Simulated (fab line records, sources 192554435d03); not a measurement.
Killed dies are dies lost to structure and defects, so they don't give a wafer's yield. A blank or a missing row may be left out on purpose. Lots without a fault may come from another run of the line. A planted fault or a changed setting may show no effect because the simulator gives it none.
Split-lot experiment | flow n5_finfet | 7 lots, 21 wafers read, on a route of 1938 steps

THE SPLIT
At N5_HKMG_FIN_ETCH_58 (etches SOC in N2/H2, target depth 215.8 nm, time 741 s), the setting source_w was moved away from the recipe's 875 W on 5 of the 21 wafers read, by -7.7% to +17.3%. The other wafers ran this setting at the recipe's value.

The reading is taken at the split's own step.

THE READING
rf_vpp_V, in V, at N5_HKMG_FIN_ETCH_58 (etches SOC in N2/H2, target depth 215.8 nm, time 741 s). Fault-free wafers of this fab line usually give 99.0 V, standard deviation 0.91 V.

wafer  | tool, chamber at the split | source_w as run, W | against the recipe | rf_vpp_V, V | against lot-mates on the recipe
L079.3 | rie_diel-04, 2             | 875                | recipe             | 97.0        | -
L079.5 | rie_diel-04, 3             | 875                | recipe             | 99.4        | -
L079.6 | rie_diel-04, 0             | 875                | recipe             | 98.8        | -
L086.2 | rie_diel-05, 2             | 875                | recipe             | 98.7        | -
L086.3 | rie_diel-05, 3             | 875                | recipe             | 99.8        | -
L086.6 | rie_diel-05, 1             | 1021               | +16.7%             | 93.7        | -5.5
L088.2 | rie_diel-04, 2             | 875                | recipe             | 98.4        | -
L088.4 | rie_diel-04, 0             | 875                | recipe             | 98.4        | -
L088.6 | rie_diel-04, 1             | 875                | recipe             | 100.9       | -
L091.1 | rie_diel-05, 3             | 875                | recipe             | 99.2        | -
L091.4 | rie_diel-05, 2             | 875                | recipe             | 99.5        | -
L091.6 | rie_diel-05, 2             | 875                | recipe             | 100.5       | -
L092.1 | rie_diel-04, 1             | 875                | recipe             | 100.5       | -
L092.3 | rie_diel-04, 2             | 875                | recipe             | 98.2        | -
L092.6 | rie_diel-04, 2             | 875                | recipe             | 99.9        | -
L095.2 | rie_diel-03, 2             | 875                | recipe             | 98.5        | -
L095.4 | rie_diel-03, 0             | 875                | recipe             | 98.4        | -
L095.5 | rie_diel-03, 1             | 1026               | +17.3%             | 94.0        | -4.5
L097.3 | rie_diel-04, 2             | 807.2              | -7.7%              | 102.7       | no lot-mate on the recipe
L097.4 | rie_diel-04, 3             | 807.2              | -7.7%              | 103.0       | no lot-mate on the recipe
L097.5 | rie_diel-04, 2             | 807.2              | -7.7%              | 103.0       | no lot-mate on the recipe

THE FIT
A straight line over all 21 wafers: rf_vpp_V changes by -0.356 V for each +1% of source_w; r = -0.91; the points scatter about the line by 1 V.
The same after taking each lot's own level away (the mean of its wafers on the recipe; 18 wafers): -0.294 V for each +1%; r = -0.88; scatter 0.88 V.
On that fit, the largest move of source_w shifts the reading by 5.1 V.
The lots' own levels span 98.40 to 99.73 V, that is 1.5 times the standard deviation above.
So the lot-to-lot level changes the slope: the two fits differ.
Check: with one of the wafers moved furthest among these (+17.3%) left out of the fit, the line predicts -5.74 V for it against its lot-mates. It came out at -4.45 V against them.
Tool readings at the split's step, against how far the setting was moved: rf_vpp_V r = -0.91.

OTHER SPLITS ON THESE WAFERS
These wafers also went through other splits before the reading. Each is held against what the fit with the lots' levels taken away leaves over:
other split on the same wafers       | wafers away from the commonest value | r with rf_vpp_V (lot level and that fit taken away)
N5_WELL_APT_COAT_02 spin_rpm         | 10                                   | -0.08
N5_WELL_APT_COAT_19 spin_rpm         | 6                                    | -0.31
N5_FIN_SAQP_PECVD_06 time_s          | 7                                    | -0.28
N5_FIN_SAQP_PEB_14 peb_time_s        | 3                                    | -0.18
N5_DUMMY_GATE_COAT_28 spin_rpm       | 5                                    | -0.04
N5_SD_EPI_N_EPI_21 epi_growth_time_s | 6                                    | +0.24
N5_HKMG_FIN_ETCH_55 time_s           | 7                                    | +0.11

THE WHOLE CHAIN: every reading that the file lists as answering this split, in the file's order
step                | what it does                                           | reading                                                                         | change (the file's fit)              | r (the file's)
N5_HKMG_FIN_ETCH_58 | etches SOC in N2/H2, target depth 215.8 nm, time 741 s | rf_vpp_V                                                                        | -0.297 V for each +1% of the setting | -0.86
N5_HKMG_FIN_ETCH_58 | etches SOC in N2/H2, target depth 215.8 nm, time 741 s | HKMG_FIN.feature_depth_nm (the simulator's own value, which no gauge read)      | +1.62 nm for each +1% of the setting | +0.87
N5_HKMG_FIN_ETCH_58 | etches SOC in N2/H2, target depth 215.8 nm, time 741 s | etch.depth_nm (the simulator's own value, which no gauge read)                  | +1.63 nm for each +1% of the setting | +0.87
N5_HKMG_FIN_ETCH_58 | etches SOC in N2/H2, target depth 215.8 nm, time 741 s | SOC_of_HKMG_FIN_COAT_41.thk_nm (the simulator's own value, which no gauge read) | -1.62 nm for each +1% of the setting | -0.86

THE FILE'S OWN FIT
rf_vpp_V changes by -0.297 V for each +1% of source_w, r = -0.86.
